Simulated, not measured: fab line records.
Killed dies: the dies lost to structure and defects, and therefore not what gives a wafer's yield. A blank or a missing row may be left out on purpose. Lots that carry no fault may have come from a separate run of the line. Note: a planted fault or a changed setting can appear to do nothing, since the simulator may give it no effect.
Matching of chambers + flow nand_harc + NHARC_A_BLC_ETCH_18 on rie_diel-02: 4 sister chambers
The step etches the open film in C4F8/O2/Ar, target depth 910 nm. 4 wafers are shown with their chamber, then 7 later ones without.

## WAFERS PAIRED WITH THEIR CHAMBERS
| wafer  | chamber | rf_vpp_V (V) |
|--------|---------|--------------|
| L674.4 | 3       | 980          |
| L677.2 | 2       | 986          |
| L680.1 | 0       | 970          |
| L680.3 | 1       | 982          |

## WAFERS WITH NO CHAMBER GIVEN
| wafer  | rf_vpp_V (V) |
|--------|--------------|
| L680.5 | 984          |
| L681.1 | 983          |
| L681.3 | 982          |
| L681.5 | 983          |
| L682.1 | 969          |
| L682.2 | 985          |
| L682.6 | 981          |

## EACH ONE'S CHAMBER
| wafer  | from the rows above          | in truth |
|--------|------------------------------|----------|
| L680.5 | can't be placed: 1 or 2 or 3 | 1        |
| L681.1 | can't be placed: 1 or 2 or 3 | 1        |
| L681.3 | can't be placed: 1 or 3      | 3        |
| L681.5 | can't be placed: 1 or 2 or 3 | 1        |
| L682.1 | 0                            | 0        |
| L682.2 | can't be placed: 2 or 1      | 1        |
| L682.6 | can't be placed: 1 or 3      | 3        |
Correct placement for 1 of the 7. Unplaceable from these rows: 6, with the true chamber sitting among the candidates in 6. Wrongly placed: 0.
How it was worked out, from the rows above alone: a wafer's distance from a chamber is the root of the sum, over the readings, of the square of ((its reading less the chamber's mean) divided by the reading's scatter). If the next closest chamber is less than 2 further off than the closest, the wafer can't be placed; otherwise it belongs to the closest. Each chamber's mean is taken over the wafers shown for it. The scatter (one wafer shown for each chamber): square how far every hidden wafer sits from the nearest shown wafer, average those squares and take the square root.
